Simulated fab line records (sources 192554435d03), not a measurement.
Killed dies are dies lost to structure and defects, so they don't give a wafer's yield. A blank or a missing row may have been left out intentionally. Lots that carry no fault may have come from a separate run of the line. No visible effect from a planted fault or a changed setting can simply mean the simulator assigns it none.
Comparing a struck lot with a sound one ; flow n5Finfet ; 16 out of 1938 route steps
Sound: the wafers L569.1, L569.2, L569.4. Struck: wafer L579.4 (left out: L579.1, L579.3 of the same lot, which were not struck); the cause appears at the end.
Per side, at each step with rows, come the tool, then ch with its chambers, and then its first start. Under that, the readings that differ: sound wafers ; struck wafers ; difference of the means ; sigmas: that difference in standard deviations of wafers without a fault.
alike: same words and numbers on both sides, and readings whose means sit less than 2 such deviations apart. not compared: any withheld reading, any reading some wafer has no value for, any bound like >300 that may hide the same value, and any number with overlapping values for which the record gives no deviation.
Wherever a step has rows on one side only, a row that says differs or no value, or a row with sigmas, the two part there. When numbers do not overlap yet have no deviation, they are printed without sigmas and do not part them. A reading missing from all wafers of one side parts the sides only when that side holds two or more wafers.

N5_BEOL_M14_TRENCH_ETCH_34: etches SiO2 in C4F8/O2/Ar, target depth 556.65 nm, time 126.9 s.
  sound on rieDiel-03 ch 0,1, day 12 20:53; struck on rieDiel-01 ch 2, day 15 08:56
reading;sound;struck;difference;sigmas
O2_flow_sccm (sccm);12.03 12.02 12.07;11.96;-0.08;-2
oes_o_777_au (a.u.);1.01 0.83 0.84;0.69;-0.20;-3
oesProductAu (a.u.);1.01 0.83 0.83;0.69;-0.20;-3
  alike: drypumpMotorCurrentA, heOuterTorr, rfVppV, showerheadPlenumPTorr, throttleValvePct
  not compared: rfHoursCounterH
then, 1 step without rows for these wafers: N5_BEOL_M14_STRIP_70 (strips in C4F8/O2/Ar).
N5_BEOL_M14_OCD_MEAS_35:
  sound on ocd-02, day 12 21:02; struck on ocd-02, day 15 09:05
  alike: trenchDepthNm
then, 1 step without rows for these wafers: N5_BEOL_M14_STRIP_37 (strips in O2).
N5_BEOL_M14_ETCH_38: etches SiCN in CF4/N2, target depth 106.5 nm, time 120.6 s.
  sound: rieDiel-01 ch 1,2,3; struck: rieDiel-06 ch 1
  alike: cf4FlowSccm, drypumpMotorCurrentA, oesProductAu, rfVppV, showerheadPlenumPTorr, throttleValvePct
  not compared: rfHoursCounterH
then, 4 steps without rows for these wafers: N5_BEOL_M14_PRECLEAN_39 (cleans in residue remover, time 60 s); N5_BEOL_M14_SRD_40 (time 30 s, dry time 30 s); N5_BEOL_M14_DEGAS_41 (time 60 s); N5_BEOL_M14_PRE_CLEAN_42 (time 30 s).
N5_BEOL_M14_SPUTTER_43: material TaN, target thk 15 nm, time 24.19 s.
  sound on pvdSputter-02, day 12 22:17; struck on pvdSputter-02, day 15 09:53
reading;sound;struck;difference;sigmas
throttleValvePct (%);29.4 30.5 29.4;28.0;-1.8;-2
  alike: biasV
N5_BEOL_M14_SPUTTER_44: material Ta, target thk 15 nm, time 24.19 s.
  sound on pvdSputter-02, day 12 22:22; struck on pvdSputter-02, day 15 09:58
reading;sound;struck;difference;sigmas
throttleValvePct (%);29.1 30.5 29.7;27.6;-2.2;-3
  alike: biasV
N5_BEOL_M14_SPUTTER_45: material Cu, target thk 100 nm, time 16.67 s.
  sound on pvdSputter-02, day 12 22:27; struck on pvdSputter-02, day 15 10:03
reading;sound;struck;difference;sigmas
throttleValvePct (%);29.3 30.4 29.7;28.1;-1.7;-2
  alike: biasV, chuckGasFlowSccm
N5_BEOL_M14_ECD_47: material Cu, target thk 1248 nm.
  sound on ecdCu-02 ch 0,1, day 12 22:34; struck on ecdCu-01 ch 0, day 15 10:10
reading;sound;struck;difference;sigmas
model.Cu_of_BEOL_M14_ECD_47.thkNm (nm);1239 1266 1257;670.4;-583.6;
then, 1 step without rows for these wafers: N5_BEOL_M14_ANNEAL_48 (time 90 s).
N5_BEOL_M14_CMP_49: polishes, stops on SiO2, t overpolish 5.2 s, target thk 560 nm.
  sound on cmp-01 ch 0,2,3, day 12 23:04; struck on cmp-03 ch 1, day 15 10:49
reading;sound;struck;difference;sigmas
timeToEndpointS (s);129 131 134;68;-63;-16
  alike: clearingPlatenRpm, motorCurrentA
N5_BEOL_M14_THK_MEAS_50: measures by xrf.
  sound on filmMetro-01, day 12 23:21; struck on filmMetro-01, day 15 11:07
reading;sound;struck;difference;sigmas
M14_THK (nm);591 568 565;551;-24;-3

## WHERE THEY PART
At N5_BEOL_M14_TRENCH_ETCH_34 first; at N5_BEOL_M14_THK_MEAS_50 last (within this record only).

WHY: the cause the simulator had injected
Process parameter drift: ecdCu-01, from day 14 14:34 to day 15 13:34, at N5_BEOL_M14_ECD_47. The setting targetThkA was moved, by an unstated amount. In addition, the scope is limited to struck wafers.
